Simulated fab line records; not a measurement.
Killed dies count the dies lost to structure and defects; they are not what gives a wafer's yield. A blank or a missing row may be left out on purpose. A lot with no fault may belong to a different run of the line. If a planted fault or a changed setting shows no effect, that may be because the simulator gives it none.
2 desks, one fault -- flow nandHarc -- what lay behind the numbers comes last; until then each desk has only its own

TOOL OWNER'S DESK, rieDiel-09
The tool's own readings at NHARC_A_CHANNEL_HOLE_D1_ETCH_38 (etches the open film in CF4, target depth 39 nm, time 65 s): means of the sampled wafers that have a number, for each lot that ran on this tool. Marked OUT: a lot whose mean sits more than 4 standard deviations from the usual mean, which makes it out of limits; the brackets give that distance.
Columns: A = drypumpMotorCurrentA at NHARC_A_CHANNEL_HOLE_D1_ETCH_38, usual 6.0 A; B = oesProductAu at NHARC_A_CHANNEL_HOLE_D1_ETCH_38, usual 0.999 a.u.; C = rfVppV at NHARC_A_CHANNEL_HOLE_D1_ETCH_38, usual 151.0 V; D = showerheadPlenumPTorr at NHARC_A_CHANNEL_HOLE_D1_ETCH_38, usual 1.75 Torr; E = throttleValvePct at NHARC_A_CHANNEL_HOLE_D1_ETCH_38, usual 13.283 %
lot,first seen here,A,B,C,D,E
L298,day 9 02:13,6.2,1.005,151.0,1.74,13.284
L297,day 9 17:26,6.0,0.995,150.7,1.74,13.289
L301,day 10 04:38,6.1,0.998,151.9,1.80,13.288
L302,day 10 11:24,6.2,1.010,151.4,1.73,13.285
L304,day 11 17:08,6.2,1.009,150.4,1.74,13.279
L306,day 12 00:49,6.2,1.000,152.3,1.84,13.282
L309,day 13 10:13,6.2,1.006,150.9,1.74,13.282
L318,day 17 05:46,5.7,0.905 (-10) OUT,150.6,1.71,13.275
L319,day 17 16:17,6.2,0.911 (-9.6) OUT,150.3,1.75,13.289
L320,day 18 00:19,6.0,0.932 (-7.3) OUT,150.9,1.75,13.282
This desk's finding: out of limits on L318, L319, L320; first on L318, day 17 05:46 (oesProductAu at NHARC_A_CHANNEL_HOLE_D1_ETCH_38). L298, L297, L301, L302, L304, L306, L309 stayed within limits.

AT THE METROLOGY DESK
Means of the sampled wafers that have a number, per lot and without regard to the tool the lot ran on: this is what the gauges read. Marked OUT: a lot whose mean sits more than 4 standard deviations from the usual mean, which makes it out of limits; the brackets give that distance.
Columns: A = thkNm at NHARC_A_ONON_D1_THK_MEAS_34, usual 200 nm; B = overlayXNm at NHARC_A_CHANNEL_HOLE_D1_OVL_MEAS_11, usual 0.0 nm; C = overlayYNm at NHARC_A_CHANNEL_HOLE_D1_OVL_MEAS_11, usual 0.4 nm
lot,first seen here,A,B,C
L298,day 8 22:04,199,-1.5,0.5
L297,day 9 12:31,206,-0.3,-1.1
L301,day 10 01:26,204,-1.5,1.0
L302,day 10 08:27,197,-0.5,0.3
L303,day 10 18:01,203,-0.8,0.0
L304,day 11 07:15,199,-0.1,-0.1
L306,day 11 20:02,199,0.5,-0.5
L305,day 11 20:02,200,1.5,0.4
L308,day 12 20:14,202,-0.0,1.0
L309,day 13 06:46,199,0.2,0.1
L310,day 14 13:12,195,1.1,1.1
L318,day 17 02:44,206,-1.0,-0.3
L319,day 17 10:09,204,0.2,0.6
L320,day 17 20:04,201,1.0,-0.1
This desk's verdict: no lot among the 14 shows anything out of limits.

BROUGHT TOGETHER
An alarm could have come from the tool owner's desk at day 17 05:46, on L318, L319, L320.
Metrology desk: nothing out of limits seen.
The metrology desk holds a record of L318, L319, L320, inside its limits.
The lots listed all ran NHARC_A_CHANNEL_HOLE_D1_ETCH_38 on rieDiel-09.

WHAT WAS PUT IN BY THE SIMULATOR
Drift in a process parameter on rieDiel-09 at NHARC_A_CHANNEL_HOLE_D1_ETCH_38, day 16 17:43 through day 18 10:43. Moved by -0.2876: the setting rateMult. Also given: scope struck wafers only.
Struck lots among those shown: L318, L319, L320.
Hours from the fault's start to each desk's first reading out of limits: the tool owner's desk, 12.
